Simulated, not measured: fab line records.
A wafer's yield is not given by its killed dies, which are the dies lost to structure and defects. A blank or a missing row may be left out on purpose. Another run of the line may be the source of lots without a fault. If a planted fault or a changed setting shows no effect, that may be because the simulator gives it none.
fab line records	flow nand_harc	part 2 of 2: steps 5 to 6 of 6
[record] lots = 22	wafers = 66	last_day = 24
route steps=1159 shown A_CONTACT@935 A_BLC@982 A_M0@1023
lots that met no fault: from a run of the same line without faults
start_h: hours from the record's first day to the start of the lot's first wafer shown	wait_h: how many hours have passed since the lot's step before this one	" unchanged from the row above	L1.1+2: a single row standing in for several wafers	- no value present, or no start provided	* or withheld: withheld	< > ~ a bound
route shown NAME@n: a module of which the file shows steps, and the number in the route of the first	usual: average and standard deviation across the fault-free wafers	same: alike in all rows	chamber/n: place in a boat	sites: each site's reading	_std_site: the values' standard deviation	_edge_site: inner sites' mean taken away from outer sites' mean	radius_mm: for every site, how far away it sits from the centre of the wafer	mask NAME#n: copy n	behind: the last tool/chamber to shape the wafer	hold: why the lot was held/for how many hours/how that ended	device: the n, p or np transistor that did not switch	end of line: the same wafers' tests at the end of the route	where a step has no rows: the recipe by itself	killed: at the first sort, the dies lost to defects and structure; wafer yield is something else	map: per-die view of a wafer (x killed, . not killed, _ where there is no die)
set.NAME: the setting as run; set.NAME@STEP: as run at that earlier step	model.NAME: the simulator's own value behind a step, which no gauge read
the route's steps for a sample of lots (tables are steps, rows are wafers)
services: a tool's chamber out of use, with start hour (start_h, from the record's first day; less than 0 if before it), hours out, and reason
[[steps]]
[step NHARC_A_BLC_STRIP_29]
[recipe] cf4_flow_sccm = 150	ar_flow_sccm = 0	bias_w = 0	chemistry = CF4
[usual] chamber_pressure_mTorr = 50.00/0.045	drypump_motor_current_A = 6.0/0.52	mfc_ar_sccm = 0.007/0.011	oes_product_au = 1.000/0.0078	rf_vpp_V = 59.5/0.94	showerhead_plenum_p_Torr = 1.79/0.061	throttle_valve_pct = 13.283/0.0091
lot.wafer	tool	chamber	start_h	wait_h	chamber_pressure_mTorr	drypump_motor_current_A	mfc_ar_sccm	oes_product_au	rf_hours_counter_h	rf_vpp_V	showerhead_plenum_p_Torr	throttle_valve_pct
L074.2	rie_diel-11	2	406.68	0.1	49.92	6.0	0	1.011	3	59.0	1.86	13.293
L074.3	"	3	"	"	50.03	5.3	0.001	1.007	4	59.4	1.73	13.286
L074.5	"	2	"	"	50.10	6.0	0	1.002	-	61.2	1.86	13.292
L075.2	rie_diel-11	0	408.00	0.1	50.01	6.4	0	0.993	4	58.4	1.70	13.275
L075.6	"	1	"	"	50.02	6.5	0.030	0.981	-	59.8	1.79	13.285
L075.5	"	2	"	"	49.93	6.0	0	1.000	-	61.1	1.86	13.294
L077.2	rie_diel-11	3	410.50	0.1	49.94	5.3	0.001	0.995	4	58.0	1.73	13.293
L077.3	"	0	"	"	49.97	6.4	0	0.993	4	57.6	1.70	13.274
L077.4	"	1	"	"	49.96	6.6	0.030	1.010	4	60.5	1.79	13.287
L076.2	rie_diel-12	3	411.26	0.1	49.99	5.5	0.003	1.000	9	59.9	1.83	13.301
L076.1	"	0	"	"	49.92	5.7	0	0.997	10	60.0	1.89	13.286
L076.6	"	2	"	"	50.00	5.8	0.026	0.995	-	59.5	1.78	13.287
L078.3	rie_diel-11	2	422.52	0.1	50.00	6.0	0	0.993	6	60.9	1.86	13.283
L078.2	"	3	"	"	50.02	5.3	0.001	0.988	6	58.7	1.73	13.287
L078.1	"	0	"	"	50.00	6.4	0	1.002	6	58.6	1.70	13.287
L081.2	rie_diel-11	0	432.06	0.1	49.92	6.4	0	1.000	7	60.8	1.70	13.276
L081.3	"	3	"	"	49.98	5.3	0.001	1.003	7	57.8	1.73	13.278
L081.5	"	0	"	"	50.04	6.4	0	0.995	-	59.4	1.70	13.279
L080.2	rie_diel-11	0	433.41	0.1	50.00	6.4	0	0.989	7	59.4	1.70	13.290
L080.1	"	1	"	"	50.01	6.6	0.030	0.997	6	58.0	1.78	13.275
L080.6	"	3	"	"	49.98	5.3	0.001	1.007	-	59.4	1.73	13.287
L079.2	rie_diel-11	1	441.20	0.1	50.04	6.6	0.030	1.010	7	58.8	1.78	13.279
L079.3	"	2	"	"	50.07	6.0	0	1.009	7	60.3	1.85	13.288
L079.4	"	0	"	"	50.03	6.4	0	1.003	8	60.3	1.70	13.279
L082.2	rie_diel-11	3	450.64	0.1	50.00	5.4	0.001	0.999	9	58.3	1.73	13.286
L082.3	"	1	"	"	50.05	6.5	0.030	1.006	8	60.0	1.78	13.297
L082.5	"	2	"	"	49.97	6.0	0	0.996	-	59.6	1.85	13.277
L083.3	rie_diel-12	2	450.67	0.1	50.00	5.8	0.026	1.003	23	58.0	1.77	13.282
L083.2	"	3	"	"	50.10	5.5	0.003	0.982	23	59.2	1.82	13.274
L083.4	"	0	"	"	50.00	5.7	0	1.001	24	59.4	1.88	13.286
L084.2	rie_diel-01	2	456.83	0.1	49.98	4.9	0	1.002	13	60.9	1.86	13.285
L084.1	"	3	"	"	50.06	6.6	0	1.001	11	60.3	1.80	13.304
L084.6	"	1	"	"	50.01	5.8	0.022	0.997	-	58.9	1.85	13.268
L085.2	rie_diel-01	0	460.59	0.1	50.03	6.5	0	0.984	14	61.6	1.81	13.279
L085.3	"	1	"	"	50.01	5.9	0.022	1.000	14	59.8	1.85	13.293
L085.5	"	0	"	"	50.01	6.5	0	0.984	-	59.6	1.81	13.288
L088.4	rie_diel-11	1	465.66	0.1	49.99	6.6	0.030	1.014	9	59.2	1.78	13.287
L088.5	"	0	"	"	49.99	6.4	0	0.991	-	60.7	1.70	13.290
L088.6	"	1	"	"	50.00	6.6	0.030	1.009	-	60.2	1.78	13.278
L087.2	rie_diel-01	1	478.85	0.1	50.04	5.8	0.022	1.011	16	58.5	1.85	13.282
L087.3	"	2	"	"	50.00	4.9	0	1.005	15	59.7	1.86	13.284
L087.5	"	0	"	"	49.99	6.5	0	1.003	-	58.7	1.81	13.266
L086.3	rie_diel-01	0	479.63	0.1	49.96	6.5	0	1.001	16	58.6	1.81	13.289
L086.6	"	1	"	"	49.97	5.8	0.022	1.010	-	59.1	1.85	13.274
L086.5	"	2	"	"	50.07	4.9	0	1.011	-	59.9	1.86	13.270
L090.1	rie_diel-11	3	499.60	0.1	49.98	5.4	0.001	0.994	15	57.5	1.72	13.284
L090.6	"	3	"	"	50.05	5.3	0.001	1.002	-	60.6	1.72	13.275
L090.5	"	0	"	"	50.00	6.4	0	1.003	-	57.9	1.70	13.275
L089.2	rie_diel-11	2	500.42	0.1	49.97	6.0	0	0.990	14	59.1	1.85	13.278
L089.1	"	0	"	"	50.10	6.4	0	0.996	16	59.1	1.70	13.268
L089.3	"	1	"	"	50.03	6.6	0.030	0.999	14	59.6	1.78	13.284
L091.2	rie_diel-01	1	506.47	0.1	50.00	5.9	0.022	1.014	0	59.1	1.85	13.272
L091.6	"	1	"	"	50.04	5.9	0.022	1.009	-	59.8	1.85	13.285
L091.5	"	2	"	"	50.03	4.9	0	0.986	-	59.6	1.86	13.289
L092.2	rie_diel-01	0	516.59	0.1	50.03	6.5	0	0.998	1	59.6	1.81	13.293
L092.1	"	1	"	"	49.92	5.8	0.022	1.009	1	60.8	1.84	13.303
L092.4	"	3	"	"	50.01	6.7	0	0.999	1	58.0	1.80	13.279
L096.3	rie_diel-11	3	530.10	0.1	50.03	5.4	0.001	1.006	18	58.7	1.72	13.291
L096.2	"	1	"	"	50.04	6.6	0.030	1.009	16	59.5	1.78	13.287
L096.6	"	3	"	"	50.00	5.4	0.001	1.004	-	59.5	1.72	13.279
L097.4	rie_diel-11	2	530.27	0.1	49.95	6.0	0	0.989	17	60.6	1.85	13.271
L097.2	"	0	"	"	50.01	6.4	0	0.994	18	59.3	1.70	13.285
L097.1	"	1	"	"	49.97	6.6	0.030	0.995	16	59.7	1.78	13.291
L095.2	rie_diel-11	0	531.21	0.1	50.02	6.4	0	0.999	18	58.9	1.70	13.291
L095.1	"	3	"	"	50.03	5.3	0.001	0.993	18	58.4	1.72	13.283
L095.5	"	3	"	"	49.88	5.3	0.001	0.992	-	60.3	1.72	13.286
[step NHARC_A_M0_INSPECT_27]
[usual] raw_defect_count = 412/96
lot.wafer	tool	chamber	start_h	wait_h	raw_defect_count
L074.2	defect_inspect-01	-	414.79	0.0	547
L074.3	"	-	"	"	298
L074.5	"	-	"	"	388
L075.2	defect_inspect-02	-	414.80	0.0	285
L075.5	"	-	"	"	363
L075.6	"	-	"	"	560
L077.2	defect_inspect-01	-	415.89	0.0	306
L077.3	"	-	"	"	314
L077.4	"	-	"	"	324
L076.1	defect_inspect-01	-	418.70	0.0	412
L076.2	"	-	"	"	358
L076.6	"	-	"	"	352
L078.1	defect_inspect-01	-	428.89	0.0	549
L078.2	"	-	"	"	601
L078.3	"	-	"	"	486
L081.2	defect_inspect-02	-	439.58	0.0	282
L081.3	"	-	"	"	357
L081.5	"	-	"	"	283
L080.1	defect_inspect-01	-	440.12	0.0	374
L080.2	"	-	"	"	412
L080.6	"	-	"	"	468
L079.2	defect_inspect-02	-	451.59	0.0	322
L079.3	"	-	"	"	472
L079.4	"	-	"	"	421
L083.2	defect_inspect-02	-	456.10	0.0	397
L083.3	"	-	"	"	342
L083.4	"	-	"	"	306
L082.2	defect_inspect-01	-	456.73	0.0	348
L082.3	"	-	"	"	406
L082.5	"	-	"	"	313
L084.1	defect_inspect-02	-	462.36	0.0	298
L084.2	"	-	"	"	278
L084.6	"	-	"	"	389
L085.2	defect_inspect-01	-	467.24	0.0	440
L085.3	"	-	"	"	566
L085.5	"	-	"	"	362
L088.4	defect_inspect-02	-	471.19	0.0	591
L088.5	"	-	"	"	485
L088.6	"	-	"	"	416
L087.2	defect_inspect-01	-	490.93	0.0	573
L087.3	"	-	"	"	347
L087.5	"	-	"	"	375
L086.3	defect_inspect-01	-	491.45	0.0	438
L086.5	"	-	"	"	491
L086.6	"	-	"	"	347
L090.1	defect_inspect-02	-	507.07	0.0	308
L090.5	"	-	"	"	466
L090.6	"	-	"	"	483
L089.1	defect_inspect-01	-	507.71	0.0	626
L089.2	"	-	"	"	415
L089.3	"	-	"	"	556
L091.2	defect_inspect-02	-	511.80	0.0	438
L091.5	"	-	"	"	333
L091.6	"	-	"	"	399
L092.1	defect_inspect-01	-	527.19	0.0	388
L092.2	"	-	"	"	449
L092.4	"	-	"	"	314
L096.2	defect_inspect-02	-	538.13	0.0	427
L096.3	"	-	"	"	373
L096.6	"	-	"	"	442
L097.1	defect_inspect-01	-	538.75	0.0	481
L097.2	"	-	"	"	509
L097.4	"	-	"	"	507
L095.1	defect_inspect-02	-	539.06	0.0	393
L095.2	"	-	"	"	617
L095.5	"	-	"	"	338
[[services]]
tool	chamber	start_h	hours	kind
rie_diel-04	0	374.09	10.1	repair
rie_diel-12	-	379.51	9.0	pm
rie_diel-04	3	391.44	8.3	repair
rie_diel-04	0	391.88	1.9	repair
rie_diel-04	0	396.00	-	clean
rie_diel-04	1	396.00	-	clean
rie_diel-04	2	396.00	-	clean
rie_diel-04	2	411.88	3.5	repair
rie_diel-04	0	420.50	-	clean
rie_diel-04	1	420.50	-	clean
rie_diel-04	2	420.50	-	clean
rie_diel-04	3	420.50	-	clean
rie_diel-04	1	435.79	1.6	repair
rie_diel-01	3	444.44	8.8	repair
rie_diel-12	1	457.41	21.9	repair
rie_diel-11	-	458.15	0.8	repair
rie_diel-04	-	466.00	9.0	pm
rie_diel-04	-	479.07	0.4	repair
rie_diel-01	1	482.66	7.5	repair
rie_diel-01	-	491.94	9.0	pm
rie_diel-02	3	502.46	8.7	repair
rie_diel-02	-	505.11	9.0	pm
rie_diel-05	-	517.66	9.0	pm
rie_diel-11	1	531.04	2.8	repair
